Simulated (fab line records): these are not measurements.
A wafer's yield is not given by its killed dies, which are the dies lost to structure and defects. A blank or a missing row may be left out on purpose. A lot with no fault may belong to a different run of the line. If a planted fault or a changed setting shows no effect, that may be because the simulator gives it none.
Split-lot study	flow n5_finfet	39 wafers read across 7 lots, on a route 1938 steps long

== ABOUT THE SPLIT ==
At N5_FIN_CUT_CUT_ETCH_15 (etches Si in HBr/Cl2/O2, target depth 100 nm, bt time 10 s, time 42.4 s), the setting time_s was moved away from the recipe's 42.4 s on 15 of the 39 wafers read, by -21.8% to +13.5%. This setting was run at the recipe's value on the other wafers.

Reading taken at the split's own step.

== THE READING ==
SOC_of_FIN_CUT_COAT_18.thk_nm (the simulator's own value, which no gauge read), in nm, at N5_FIN_CUT_CUT_ETCH_15 (etches Si in HBr/Cl2/O2, target depth 100 nm, bt time 10 s, time 42.4 s). The file gives no usual value for it. Average 170.9 nm, standard deviation 0.75 nm, over the 24 wafers here run with the recipe.

wafer	tool, chamber at the split	time_s as run, s	against the recipe	SOC_of_FIN_CUT_COAT_18.thk_nm, nm	against lot-mates on the recipe
L074.1	rie_si-06, 3	42.4	recipe	171.2	-
L074.3	rie_si-06, 0	42.4	recipe	170.2	-
L074.5	rie_si-06, 0	42.4	recipe	171.4	-
L081.1	rie_si-05, 0	42.4	recipe	169.6	-
L081.2	rie_si-05, 1	42.4	recipe	172	-
L081.3	rie_si-05, 3	42.4	recipe	170.6	-
L081.4	rie_si-05, 2	46.59	+9.9%	165.2	-5.5
L081.5	rie_si-05, 0	46.59	+9.9%	166.6	-4.1
L081.6	rie_si-05, 1	46.59	+9.9%	166.2	-4.5
L083.1	rie_si-06, 1	42.4	recipe	169.8	-
L083.2	rie_si-06, 3	42.4	recipe	170.2	-
L083.3	rie_si-06, 0	48.12	+13.5%	165.8	-4.5
L083.4	rie_si-06, 2	42.4	recipe	170.8	-
L083.5	rie_si-06, 2	48.12	+13.5%	166.4	-3.9
L083.6	rie_si-06, 1	48.12	+13.5%	165.2	-5.1
L085.1	rie_si-06, 2	42.4	recipe	172.4	-
L085.2	rie_si-06, 3	42.4	recipe	171.6	-
L085.3	rie_si-06, 0	42.4	recipe	171	-
L085.4	rie_si-06, 1	42.4	recipe	170.8	-
L085.5	rie_si-06, 2	42.4	recipe	172	-
L085.6	rie_si-06, 1	42.4	recipe	171.6	-
L089.1	rie_si-05, 3	42.4	recipe	171.6	-
L089.2	rie_si-05, 0	42.4	recipe	170.2	-
L089.3	rie_si-05, 1	33.15	-21.8%	180.4	+9.8
L089.4	rie_si-05, 2	33.15	-21.8%	179	+8.4
L089.5	rie_si-05, 1	33.15	-21.8%	179.6	+9.0
L089.6	rie_si-05, 2	42.4	recipe	170	-
L091.1	rie_si-04, 3	42.4	recipe	171.2	-
L091.2	rie_si-04, 2	42.4	recipe	170.8	-
L091.3	rie_si-04, 0	46.06	+8.6%	167.4	-3.2
L091.4	rie_si-04, 1	46.06	+8.6%	169.2	-1.4
L091.5	rie_si-04, 0	42.4	recipe	169.8	-
L091.6	rie_si-04, 1	46.06	+8.6%	170.2	-0.4
L092.1	rie_si-05, 0	42.4	recipe	170.8	-
L092.2	rie_si-05, 3	42.4	recipe	171	-
L092.3	rie_si-05, 2	46.44	+9.5%	166.4	-4.7
L092.4	rie_si-05, 1	46.44	+9.5%	167.8	-3.3
L092.5	rie_si-05, 0	46.44	+9.5%	166.4	-4.7
L092.6	rie_si-05, 1	42.4	recipe	171.4	-

THE FIT
A straight line over all 39 wafers: SOC_of_FIN_CUT_COAT_18.thk_nm changes by -0.396 nm for each +1% of time_s; r = -0.97; the points scatter about the line by 0.92 nm.
The same after taking each lot's own level away (the mean of its wafers on the recipe; 39 wafers): -0.393 nm for each +1%; r = -0.96; scatter 0.91 nm.
That fit puts the effect of the largest move of time_s on the reading at 8.6 nm.
Measured against the standard deviation above, the lots' own levels, which go from 170.27 to 171.57 nm, span 1.7 times it.
Consequently the slope shifts little with the lot-to-lot level, the two slopes agreeing.
Check: +8.38 nm against its lot-mates is what the line predicts for one of the wafers moved furthest among these (-21.8%) when that wafer is left out of the fit. It came out at +9.8 nm against them.

== FURTHER SPLITS ON THESE WAFERS ==
Note: prior to the reading, these wafers also went through further splits. Each is held against what the fit with the lots' levels taken away leaves over:
other split on the same wafers	wafers away from the commonest value	r with SOC_of_FIN_CUT_COAT_18.thk_nm (lot level and that fit taken away)
N5_FIN_SAQP_MANDREL_ETCH_22 target_depth_a	15	+0.24
N5_FIN_CUT_ETCH_21 time_s	18	-0.22

== THE WHOLE CHAIN: every reading that the file lists as answering this split, in the file's order ==
step	what it does	reading	change (the file's fit)	r (the file's)
N5_FIN_CUT_CUT_ETCH_15	etches Si in HBr/Cl2/O2, target depth 100 nm, bt time 10 s, time 42.4 s	FIN_CUT.feature_depth_nm (the simulator's own value, which no gauge read)	+1.04 nm for each +1% of the setting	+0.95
N5_FIN_CUT_CUT_ETCH_15	etches Si in HBr/Cl2/O2, target depth 100 nm, bt time 10 s, time 42.4 s	etch.depth_nm (the simulator's own value, which no gauge read)	+1.03 nm for each +1% of the setting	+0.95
N5_FIN_CUT_CUT_ETCH_15	etches Si in HBr/Cl2/O2, target depth 100 nm, bt time 10 s, time 42.4 s	SOC_of_FIN_CUT_COAT_18.thk_nm (the simulator's own value, which no gauge read)	-0.39 nm for each +1% of the setting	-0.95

== FILE'S OWN FIT ==
SOC_of_FIN_CUT_COAT_18.thk_nm changes by -0.39 nm for each +1% of time_s, r = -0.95.
